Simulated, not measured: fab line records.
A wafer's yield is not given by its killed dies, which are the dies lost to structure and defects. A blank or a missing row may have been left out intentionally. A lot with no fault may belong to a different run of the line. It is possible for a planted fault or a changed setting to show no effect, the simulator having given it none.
One fault through the eyes of 2 desks + flow n5-finfet + only its own numbers are on each desk; what lay behind them is given at the end

== FOR THE TOOL OWNER'S DESK: pvd-sputter-02 ==
The tool's own readings at N5_BEOL_M5_HM_DEP_02 (deposits TiN, target thk 20 nm): means of the sampled wafers that have a number, for each lot that ran on this tool. Marked OUT: a lot whose mean sits more than 4 standard deviations from the usual mean, which makes it out of limits; the brackets give that distance.
Columns: A = throttle-valve-pct at N5_BEOL_M5_HM_DEP_02, usual 29.6 %
| lot  | first seen here | A    |
|------|-----------------|------|
| L258 | day 8 14:13     | 29.7 |
| L264 | day 10 05:10    | 29.6 |
| L272 | day 11 09:11    | 29.6 |
This desk's verdict: no lot among the 3 shows anything out of limits.

== THE METROLOGY DESK ==
What the gauges read for every lot (on any tool): the sampled wafers with a number, averaged. Marked OUT: a lot whose mean sits more than 4 standard deviations from the usual mean, which makes it out of limits; the brackets give that distance. It has 11 readings, of which 7 appear: the earliest out of limits, and the ones furthest out on some lot.
Columns: A = DIBL_N at N5_BEOL_M4_RC_MEAS_101, usual 35.3 mV/V; B = DIBL_P at N5_BEOL_M4_RC_MEAS_101, usual 35 mV/V; C = IOFF_N at N5_BEOL_M4_RC_MEAS_101, usual 0.15 nA/um; D = IOFF_P at N5_BEOL_M4_RC_MEAS_101, usual 0.20 nA/um; E = SS_N at N5_BEOL_M4_RC_MEAS_101, usual 71.2 mV/dec; F = SS_P at N5_BEOL_M4_RC_MEAS_101, usual 73.0 mV/dec; G = trench-depth-nm at N5_BEOL_M5_OCD_MEAS_38, usual 70.9 nm
| lot  | first seen here | A    | B  | C    | D    | E    | F    | G              |
|------|-----------------|------|----|------|------|------|------|----------------|
| L258 | day 8 12:38     | 32.9 | 32 | 0.12 | 0.17 | 70.8 | 72.2 | 73.2           |
| L259 | day 8 18:04     | 37.2 | 38 | 0.18 | 0.21 | 72.4 | 73.7 | 70.5           |
| L262 | day 9 09:36     | 35.2 | 36 | 0.15 | 0.22 | 71.8 | 73.6 | 71.3           |
| L264 | day 10 03:30    | 38.7 | 40 | 0.23 | 0.30 | 72.1 | 74.2 | 70.8           |
| L265 | day 10 03:44    | 35.8 | 36 | 0.15 | 0.21 | 71.2 | 72.6 | 72.0           |
| L272 | day 11 05:06    | 31.0 | 31 | 0.10 | 0.18 | 70.2 | 71.8 | 45.4 (-15) OUT |
| L275 | day 12 23:45    | 31.6 | 32 | 0.11 | 0.15 | 70.4 | 71.6 | 70.8           |
| L278 | day 13 04:11    | 33.8 | 33 | 0.11 | 0.15 | 70.2 | 71.6 | 70.2           |
| L280 | day 13 09:18    | 30.8 | 30 | 0.09 | 0.11 | 70.0 | 72.3 | 69.5           |
| L281 | day 14 06:27    | 35.8 | 34 | 0.12 | 0.16 | 71.7 | 73.5 | 71.5           |
Finding of this desk: L272 out of limits; the first was L272 at day 11 12:15, on trench-depth-nm at N5_BEOL_M5_OCD_MEAS_38. L258, L259, L262, L264, L265, L275, L278, L280, L281 stayed within limits.

== ALL TOGETHER ==
An alarm was possible from the metrology desk at day 11 12:15, on L272.
Nothing out of limits was seen by the tool owner's desk.
Tool owner's desk: L272 on record, inside its limits.
The lots listed all ran N5_BEOL_M5_HM_DEP_02 on pvd-sputter-02.

== WHAT THE SIMULATOR HAD PUT IN ==
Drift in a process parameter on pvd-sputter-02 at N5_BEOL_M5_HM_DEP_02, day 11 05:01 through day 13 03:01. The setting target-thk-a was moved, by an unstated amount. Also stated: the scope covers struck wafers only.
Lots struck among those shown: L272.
Hours from the fault's start to each desk's first reading out of limits: the metrology desk, 7.
